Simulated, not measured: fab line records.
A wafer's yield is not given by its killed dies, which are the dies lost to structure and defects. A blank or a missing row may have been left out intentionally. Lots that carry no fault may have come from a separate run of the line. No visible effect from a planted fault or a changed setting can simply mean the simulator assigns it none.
fab line records    flow nand_harc    part 2 of 2: steps 5 to 6 of 6
record: lots: 24  wafers: 72  last_day: 34
route steps=1302 shown A_CHANNEL_FILL_D2@628 A_STAIRCASE@670
lots untouched by any fault: they come from a run of this same line in which no faults occurred
start_h: hours from the record's first day to the start of the lot's first wafer shown    wait_h: hours since the lot's step before    " as in the row above    L1.1+2: a single row standing in for several wafers    - no value, or no start given    * or withheld: withheld    < > ~ a bound
route shown NAME@n: NAME is a module with steps in the file, n the number in the route of the first one    usual: average and standard deviation across the fault-free wafers    same: alike in all rows    chamber/n: place in a boat    sites: readings site by site    _std_site: their standard deviation    _edge_site: outer sites' mean less inner sites'    radius_mm: how far each site lies from the wafer's centre    mask NAME#n: copy n    behind: tool/chamber where the wafer was last shaped    hold: the reason the lot was held/the length of the hold in hours/how it ended    device: which transistor (n, p or np) failed to switch    end of line: the route-end tests of the same wafers    a step given without rows: its recipe and nothing more    killed: not the wafer's yield, but the dies lost to structure and defects at the first sort    map: shows each die of a wafer: x if killed, . if not, _ if none is there
set.NAME: setting as actually run; set.NAME@STEP: the setting as run at that earlier step    model.NAME: the simulator's own value behind a step, which no gauge read
one table for each step of the route and one row for each wafer, over a sample of lots
services: a tool's chamber out of use, with start hour (start_h, from the record's first day; less than 0 if before it), hours out, and reason
== steps ==
step: NHARC_A_STAIRCASE_ETCH_190
recipe: target_depth_a: 1000  time_s: 40.5  ion_energy_ev: 400  c4f8_flow_sccm: 20  o2_flow_sccm: 10  ar_flow_sccm: withheld  rf_w: 600  bias_w: 1000  chemistry: C4F8/O2
usual: oes_product_au: 0.935/0.012  rf_vpp_V: 894/4.7
same: time_s: 40.5
lot.wafer  tool         chamber  start_h  wait_h  oes_product_au  rf_hours_counter_h  rf_vpp_V
L074.2     rie_diel-03  2        -        -       0.916           23                  889
L074.4     "            1        "        "       0.939           20                  900
L074.5     "            2        "        "       0.921           -                   889
L075.2     rie_diel-03  2        -        -       0.932           25                  887
L075.4     "            0        "        "       0.943           22                  897
L075.5     "            2        "        "       0.927           -                   888
L078.1     rie_diel-03  2        -        -       0.922           33                  888
L078.3     "            3        "        "       0.917           34                  896
L078.5     "            3        "        "       0.920           -                   897
L076.2     rie_diel-03  0        -        -       0.930           32                  898
L076.1     "            2        "        "       0.926           36                  888
L076.6     "            0        "        "       0.922           -                   898
L077.1     rie_diel-05  2        -        -       0.934           42                  894
L077.4     "            3        "        "       0.946           38                  897
L077.6     "            1        "        "       0.937           -                   901
L079.6     rie_diel-03  0        -        -       0.939           -                   900
L079.5     "            2        "        "       0.934           -                   887
L079.4     "            3        "        "       0.939           -                   896
L080.2     rie_diel-03  3        -        -       0.927           46                  897
L080.4     "            2        "        "       0.934           -                   888
L080.5     "            0        "        "       0.916           -                   897
L082.3     rie_diel-03  0        -        -       0.931           45                  898
L082.4     "            2        "        "       0.943           51                  887
L082.1     "            3        "        "       0.934           51                  895
L081.2     rie_diel-02  2        -        -       0.952           11                  888
L081.4     "            0        "        "       0.935           12                  899
L081.5     "            2        "        "       0.940           -                   888
L085.1     rie_diel-02  3        -        -       0.940           19                  895
L085.2     "            0        "        "       0.944           26                  899
L085.6     "            2        "        "       0.936           -                   885
L083.2     rie_diel-02  0        -        -       0.929           26                  898
L083.4     "            1        "        "       0.916           23                  891
L083.3     "            2        "        "       0.932           24                  888
L084.3     rie_diel-02  0        -        -       0.946           28                  899
L084.4     "            1        "        "       0.936           25                  890
L084.5     "            1        "        "       0.945           -                   891
L086.3     rie_diel-05  2        -        -       0.925           18                  894
L086.6     "            1        "        "       0.925           -                   900
L086.5     "            2        "        "       0.937           -                   893
L087.2     rie_diel-02  0        -        -       0.940           31                  898
L087.4     "            3        "        "       0.946           25                  894
L087.6     "            0        "        "       0.935           -                   898
L088.4     rie_diel-05  0        -        -       0.932           25                  886
L088.2     "            1        "        "       0.933           24                  900
L088.3     "            2        "        "       0.956           25                  892
L089.3     rie_diel-02  3        -        -       0.947           29                  896
L089.4     "            1        "        "       0.950           34                  891
L089.6     "            2        "        "       0.982           -                   888
L090.4     rie_diel-05  0        -        -       0.935           31                  886
L090.5     "            3        "        "       0.949           -                   896
L090.6     "            0        "        "       0.945           -                   887
L092.4     rie_diel-05  0        -        -       0.929           33                  886
L092.1     "            2        "        "       0.939           36                  891
L092.5     "            0        "        "       0.922           -                   887
L091.3     rie_diel-05  3        -        -       0.934           36                  898
L091.1     "            0        "        "       0.934           34                  886
L091.5     "            2        "        "       0.927           -                   892
L093.2     rie_diel-02  1        -        -       0.933           52                  890
L093.4     "            3        "        "       0.942           48                  896
L093.5     "            1        "        "       0.918           -                   892
L095.4     rie_diel-02  3        -        -       0.947           51                  894
L095.5     "            3        "        "       0.948           -                   895
L095.6     "            0        "        "       0.955           -                   897
L094.2     rie_diel-02  0        -        -       0.939           55                  897
L094.4     "            3        "        "       0.944           51                  893
L094.5     "            1        "        "       0.912           -                   893
L096.4     rie_diel-05  1        -        -       0.924           59                  900
L096.2     "            2        "        "       0.922           56                  892
L096.5     "            0        "        "       0.928           -                   886
L097.2     rie_diel-05  1        -        -       0.941           0                   899
L097.1     "            0        "        "       0.949           0                   906
L097.5     "            1        "        "       0.932           -                   898
step: NHARC_A_STAIRCASE_TRIM_191
recipe: time_s: 211.2  o2_flow_sccm: 500  ar_flow_sccm: 0  bias_w: 0  chemistry: O2
usual: drypump_motor_current_A: 6.0/0.42  oes_product_au: 0.998/0.01  rf_vpp_V: 57.6/0.97  showerhead_plenum_p_Torr: 3.47/0.13  throttle_valve_pct: 17.037/0.009
same: time_s: 211.2
lot.wafer  tool         chamber  start_h  wait_h  drypump_motor_current_A  oes_product_au  rf_hours_counter_h  rf_vpp_V  showerhead_plenum_p_Torr  throttle_valve_pct
L074.4     rie_diel-03  3        -        -       6.4                      0.990           24                  58.5      3.54                      17.038
L074.2     "            0        "        "       5.7                      1.001           20                  57.3      3.59                      17.032
L074.5     "            2        "        "       6.6                      0.986           -                   57.3      3.31                      17.026
L075.2     rie_diel-03  0        -        -       5.7                      0.991           22                  56.5      3.58                      17.039
L075.4     "            1        "        "       5.6                      1.000           22                  58.2      3.64                      17.064
L075.5     "            0        "        "       5.7                      0.991           -                   58.6      3.58                      17.053
L078.3     rie_diel-03  2        -        -       6.6                      0.999           33                  55.8      3.31                      17.047
L078.1     "            3        "        "       6.3                      0.984           34                  58.5      3.53                      17.049
L078.5     "            3        "        "       6.3                      0.992           -                   57.8      3.53                      17.026
L076.2     rie_diel-03  3        -        -       6.3                      0.987           36                  57.3      3.53                      17.029
L076.1     "            0        "        "       5.7                      0.989           32                  56.7      3.58                      17.042
L076.6     "            0        "        "       5.7                      1.006           -                   56.2      3.58                      17.048
L077.1     rie_diel-05  3        -        -       5.2                      0.984           38                  59.3      3.56                      17.020
L077.4     "            2        "        "       5.8                      0.991           42                  56.7      3.44                      17.033
L077.6     "            0        "        "       6.8                      1.008           -                   57.3      3.30                      17.048
L079.6     rie_diel-03  2        -        -       6.6                      0.991           -                   57.8      3.30                      17.030
L079.4     "            3        "        "       6.3                      0.988           -                   57.9      3.53                      17.044
L079.5     "            0        "        "       5.7                      0.996           -                   56.5      3.58                      17.030
L080.2     rie_diel-03  0        -        -       5.7                      0.982           41                  57.2      3.57                      17.038
L080.4     "            2        "        "       6.6                      0.988           45                  58.5      3.30                      17.033
L080.5     "            0        "        "       5.7                      0.990           -                   58.7      3.57                      17.052
L082.1     rie_diel-03  1        -        -       5.6                      0.996           33                  58.6      3.63                      17.050
L082.4     "            2        "        "       6.6                      1.002           51                  55.5      3.30                      17.031
L082.3     "            0        "        "       5.7                      0.982           45                  57.6      3.57                      17.033
L081.2     rie_diel-02  1        -        -       6.0                      0.997           13                  58.4      3.40                      17.055
L081.4     "            3        "        "       6.1                      0.990           4                   57.0      3.50                      17.021
L081.5     "            1        "        "       6.0                      0.997           -                   58.4      3.40                      17.041
L085.1     rie_diel-02  1        -        -       5.9                      0.992           23                  57.9      3.40                      17.054
L085.2     "            0        "        "       5.6                      1.006           26                  57.8      3.59                      17.028
L085.6     "            2        "        "       6.0                      1.002           -                   59.0      3.32                      17.039
L083.4     rie_diel-02  0        -        -       5.6                      0.999           26                  57.8      3.59                      17.038
L083.3     "            1        "        "       6.0                      0.994           24                  57.6      3.40                      17.043
L083.2     "            2        "        "       6.0                      1.001           24                  56.7      3.32                      17.037
L084.4     rie_diel-02  0        -        -       5.6                      1.007           28                  58.6      3.58                      17.031
L084.3     "            2        "        "       6.0                      0.988           26                  56.1      3.32                      17.030
L084.5     "            0        "        "       5.6                      0.997           -                   57.0      3.58                      17.042
L086.3     rie_diel-05  0        -        -       6.7                      0.989           19                  57.6      3.28                      17.052
L086.5     "            0        "        "       6.7                      0.993           -                   56.4      3.28                      17.036
L086.6     "            1        "        "       6.2                      0.992           -                   58.1      3.65                      17.044
L087.4     rie_diel-02  3        -        -       6.1                      1.010           25                  58.6      3.49                      17.041
L087.2     "            0        "        "       5.6                      1.008           31                  57.7      3.58                      17.028
L087.6     "            3        "        "       6.1                      1.004           -                   58.5      3.49                      17.025
L088.4     rie_diel-05  0        -        -       6.7                      0.993           25                  56.6      3.28                      17.044
L088.3     "            1        "        "       6.2                      0.994           24                  58.3      3.65                      17.024
L088.2     "            2        "        "       5.8                      0.994           25                  56.6      3.42                      17.050
L089.3     rie_diel-02  0        -        -       5.6                      1.012           36                  57.1      3.58                      17.043
L089.4     "            3        "        "       6.2                      1.005           29                  59.0      3.49                      17.033
L089.6     "            0        "        "       5.6                      1.005           -                   58.5      3.58                      17.033
L090.4     rie_diel-05  1        -        -       6.2                      0.995           31                  58.0      3.64                      17.035
L090.6     "            0        "        "       6.7                      0.998           -                   56.7      3.28                      17.043
L090.5     "            1        "        "       6.2                      1.001           -                   57.6      3.64                      17.048
L092.1     rie_diel-05  1        -        -       6.2                      0.988           34                  57.2      3.64                      17.044
L092.4     "            2        "        "       5.8                      0.997           36                  59.2      3.42                      17.033
L092.5     "            1        "        "       6.2                      0.990           -                   60.2      3.64                      17.033
L091.3     rie_diel-05  3        -        -       5.2                      1.005           36                  57.5      3.53                      17.020
L091.1     "            0        "        "       6.7                      0.977           34                  55.2      3.27                      17.044
L091.5     "            3        "        "       5.2                      1.000           -                   58.8      3.53                      17.050
L093.2     rie_diel-02  2        -        -       6.0                      1.008           52                  58.1      3.30                      17.048
L093.4     "            0        "        "       5.6                      1.014           53                  57.9      3.57                      17.038
L093.5     "            3        "        "       6.2                      1.014           -                   57.3      3.48                      17.035
L095.4     rie_diel-02  3        -        -       6.2                      1.011           51                  58.4      3.48                      17.025
L095.6     "            1        "        "       6.0                      1.002           -                   57.1      3.38                      17.042
L095.5     "            2        "        "       6.0                      1.005           -                   57.7      3.30                      17.031
L094.2     rie_diel-02  3        -        -       6.1                      1.022           51                  57.0      3.48                      17.038
L094.4     "            0        "        "       5.6                      1.010           56                  58.0      3.57                      17.053
L094.5     "            3        "        "       6.1                      1.014           -                   57.9      3.48                      17.044
L096.4     rie_diel-05  0        -        -       6.7                      0.995           51                  55.2      3.26                      17.035
L096.2     "            2        "        "       5.8                      0.993           56                  55.1      3.41                      17.027
L096.5     "            0        "        "       6.7                      0.983           -                   57.1      3.27                      17.032
L097.2     rie_diel-05  2        -        -       5.8                      0.997           0                   57.8      3.40                      17.033
L097.1     "            0        "        "       6.7                      1.009           0                   57.1      3.81                      17.041
L097.5     "            2        "        "       5.9                      1.008           -                   58.3      3.40                      17.034
== services ==
tool             chamber  start_h  hours  kind
rie_diel-03      0        337.37   3.0    repair
rie_diel-03      2        340.82   2.7    repair
rie_diel-11      -        368.54   2.1    repair
rie_diel-11      -        378.12   2.4    repair
rie_diel-03      1        384.70   31.3   repair
rie_diel-02      -        394.44   9.0    pm
rie_diel-05      -        406.98   9.0    pm
rie_diel-02      3        413.34   12.9   repair
rie_diel-11      2        424.65   14.1   repair
plasma_asher-02  -        426.06   9.0    pm
rie_diel-11      0        426.83   4.5    repair
rie_diel-11      3        428.32   1.6    repair
rie_diel-11      -        432.56   9.0    pm
rie_diel-11      1        455.39   2.2    repair
rie_diel-03      -        458.30   9.0    pm
rie_diel-11      3        469.45   2.4    repair
rie_diel-03      0        485.25   7.6    repair
rie_diel-05      -        508.42   0.2    repair
rie_diel-03      1        518.37   15.8   repair
rie_diel-05      -        567.52   0.6    repair
rie_diel-02      -        572.22   9.0    pm
rie_diel-11      3        577.27   13.9   repair
rie_diel-05      1        583.19   7.0    repair
rie_diel-05      -        583.98   9.0    pm
